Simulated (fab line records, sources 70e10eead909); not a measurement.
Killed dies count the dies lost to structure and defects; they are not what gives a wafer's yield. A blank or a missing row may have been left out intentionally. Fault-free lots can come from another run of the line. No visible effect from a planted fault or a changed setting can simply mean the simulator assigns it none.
Which of the tools did it?    flow nandHarc    13 lots, 39 wafers sampled, at 5 steps of a route of 1159

## WHAT THE GAUGES SHOWED, per wafer
NHARC_A_SGD_CUT_CD_MEAS_09 targets a cd of 100 nm.
lot   measured      on        cdNm (nm)
L172  day 14 03:49  cdSem-02  98.9 99.1 99.1
L173  day 14 12:35  cdSem-01  100.0 100.6 100.2
L174  day 14 13:07  cdSem-03  99.6 98.7 99.7
L175  day 15 04:01  cdSem-03  99.0 99.3 100.1
L178  day 15 16:44  cdSem-01  99.4 99.6 100.1
L176  day 15 22:19  cdSem-03  100.2 99.9 100.0
L184  day 16 19:35  cdSem-01  99.6 100.1 100.3
L182  day 17 01:58  cdSem-03  99.0 98.9 99.7
L181  day 17 08:12  cdSem-02  100.4 100.4 99.6
L189  day 18 11:23  cdSem-02  101.1 99.8 100.3
L192  day 18 21:15  cdSem-01  99.2 99.8 99.4
L191  day 18 22:24  cdSem-02  99.2 99.5 99.5
L193  day 19 20:07  cdSem-01  99.9 99.1 99.0

NHARC_A_SGD_CUT_THK_MEAS_22: measures by ellipsometry.
lot   measured      on            thkNm (nm)
L172  day 14 09:43  filmMetro-02  148.8 150.2 149.4
L173  day 14 18:41  filmMetro-01  147.4 149.6 146.0
L174  day 14 18:40  filmMetro-02  149.4 148.2 147.5
L175  day 15 10:17  filmMetro-01  149.7 148.1 148.7
L178  day 15 22:31  filmMetro-01  150.7 148.1 149.1
L176  day 16 04:16  filmMetro-01  146.7 147.8 147.0
L184  day 17 02:09  filmMetro-02  148.1 148.9 145.4
L182  day 17 08:09  filmMetro-02  149.4 147.4 150.1
L181  day 17 14:07  filmMetro-02  146.8 149.8 145.8
L189  day 18 20:45  filmMetro-01  148.5 151.3 150.3
L192  day 19 03:26  filmMetro-02  150.7 148.3 147.8
L191  day 19 03:26  filmMetro-01  144.8 146.3 146.2
L193  day 20 01:41  filmMetro-01  146.7 149.6 145.1

NHARC_END_SORT_01.
lot   measured      on         killedAtArray  killedAtOther  killedAtPeriphery  killedDies  killedOpen  killedShort
L182  day 22 12:47  prober-01  24 24 21       0 0 1          3 6 7              27 30 29    5 2 3       1 2 3

## EACH LOT AND THE TOOL THAT RAN IT (in order: tool; ch and the chambers of the sampled wafers; start)
lot   NHARC_A_SLIT_SOFTBAKE_04          NHARC_A_SLIT_DESCUM_14
L172  lithoTrack-06 ch 0, day 14 12:00  rieDiel-09 ch 0,2, day 14 13:38
L173  lithoTrack-06 ch 0, day 14 22:00  rieDiel-10 ch 1,2,3, day 14 23:01
L174  lithoTrack-04 ch 0, day 14 22:00  rieDiel-03 ch 0,1, day 14 22:50
L175  lithoTrack-06 ch 0, day 15 13:00  rieDiel-09 ch 1,2,3, day 15 14:28
L178  lithoTrack-06 ch 0, day 16 04:00  rieDiel-10 ch 0,1, day 16 05:26
L176  lithoTrack-01 ch 0, day 16 08:00  rieDiel-10 ch 0,3, day 16 09:13
L184  lithoTrack-06 ch 0, day 17 06:00  rieDiel-10 ch 1,2,3, day 17 07:05
L182  lithoTrack-04 ch 0, day 17 11:00  rieDiel-10 ch 1,2, day 17 11:53
L181  lithoTrack-06 ch 0, day 17 17:00  rieDiel-10 ch 0,3, day 17 18:11
L189  lithoTrack-04 ch 0, day 19 00:00  rieDiel-10 ch 1,2, day 19 01:08
L192  lithoTrack-01 ch 0, day 19 07:00  rieDiel-10 ch 0,1,2, day 19 07:48
L191  lithoTrack-04 ch 0, day 19 08:00  rieDiel-09 ch 0,3, day 19 08:35
L193  lithoTrack-06 ch 0, day 20 08:00  rieDiel-09 ch 0,2, day 20 09:17
- NHARC_A_SLIT_SOFTBAKE_04: time 55 s.
- NHARC_A_SLIT_DESCUM_14: chemistry O2, time 3 s.

## AS READ BY THE TOOLS THEMSELVES (means over the sampled wafers that have a number; for cases with no such wafer, the mark the record gives instead)
NHARC_A_SLIT_SOFTBAKE_04.
lot   tool           heaterPowerTotalW (W)
L172  lithoTrack-06  188.51
L173  lithoTrack-06  188.38
L174  lithoTrack-04  188.33
L175  lithoTrack-06  188.42
L178  lithoTrack-06  188.55
L176  lithoTrack-01  188.40
L184  lithoTrack-06  213.99
L182  lithoTrack-04  188.53
L181  lithoTrack-06  214.30
L189  lithoTrack-04  188.55
L192  lithoTrack-01  188.56
L191  lithoTrack-04  188.42
L193  lithoTrack-06  188.35

NHARC_A_SLIT_DESCUM_14.
lot   tool        drypumpMotorCurrentA (A)  oesProductAu (a.u.)  rfVppV (V)  showerheadPlenumPTorr (Torr)  throttleValvePct (%)
L172  rieDiel-09  5.1                       1.012                57.6        1.97                          11.307
L173  rieDiel-10  5.7                       0.993                57.9        1.95                          11.321
L174  rieDiel-03  5.9                       1.004                57.9        2.02                          11.310
L175  rieDiel-09  5.5                       1.002                57.4        1.98                          11.318
L178  rieDiel-10  5.3                       1.001                57.3        1.87                          11.314
L176  rieDiel-10  5.7                       1.003                58.0        1.83                          11.313
L184  rieDiel-10  5.7                       0.995                58.1        1.94                          11.314
L182  rieDiel-10  5.5                       1.002                57.9        2.01                          11.309
L181  rieDiel-10  5.7                       0.998                57.9        1.83                          11.299
L189  rieDiel-10  5.4                       0.999                58.9        1.98                          11.302
L192  rieDiel-10  5.4                       1.005                58.1        1.94                          11.310
L191  rieDiel-09  5.5                       1.000                57.7        2.03                          11.309
L193  rieDiel-09  5.1                       1.011                58.1        1.97                          11.314

## THE ANSWER, worked out from the rows above alone
Rule: what is usual is taken from the lots themselves. The widest of any qualifying gaps counts: lots, ordered by their means at a reading, are off when they make up no more than a third of the lots, leave a main group of 4 or more, and stand apart from it by 3 or more times the standard deviation of that group's means. The tables above print the reading to a certain number of digits; a main group whose means all agree to those digits is not used. A lot without any number at a reading at which 4 lots or more have one is off too. The other lots that the step has rows for count as sound. Order of review: gauges by route order, followed by the tools' own readings, for which a lot's mean as printed above is used. The first step at which some lot is off is used, and at that step the reading that is off furthest; a lot without a number counts as furthest.
Off at NHARC_A_SLIT_SOFTBAKE_04 (heaterPowerTotalW): L184, L181. For the main group the mean is 188.45 W and the standard deviation 0.083.
A tool fits if, at that step or a process step before it, it ran every lot that is off, and no sound lot after the first of them. None of those tried fits.

## WHAT THE SIMULATOR PUT IN
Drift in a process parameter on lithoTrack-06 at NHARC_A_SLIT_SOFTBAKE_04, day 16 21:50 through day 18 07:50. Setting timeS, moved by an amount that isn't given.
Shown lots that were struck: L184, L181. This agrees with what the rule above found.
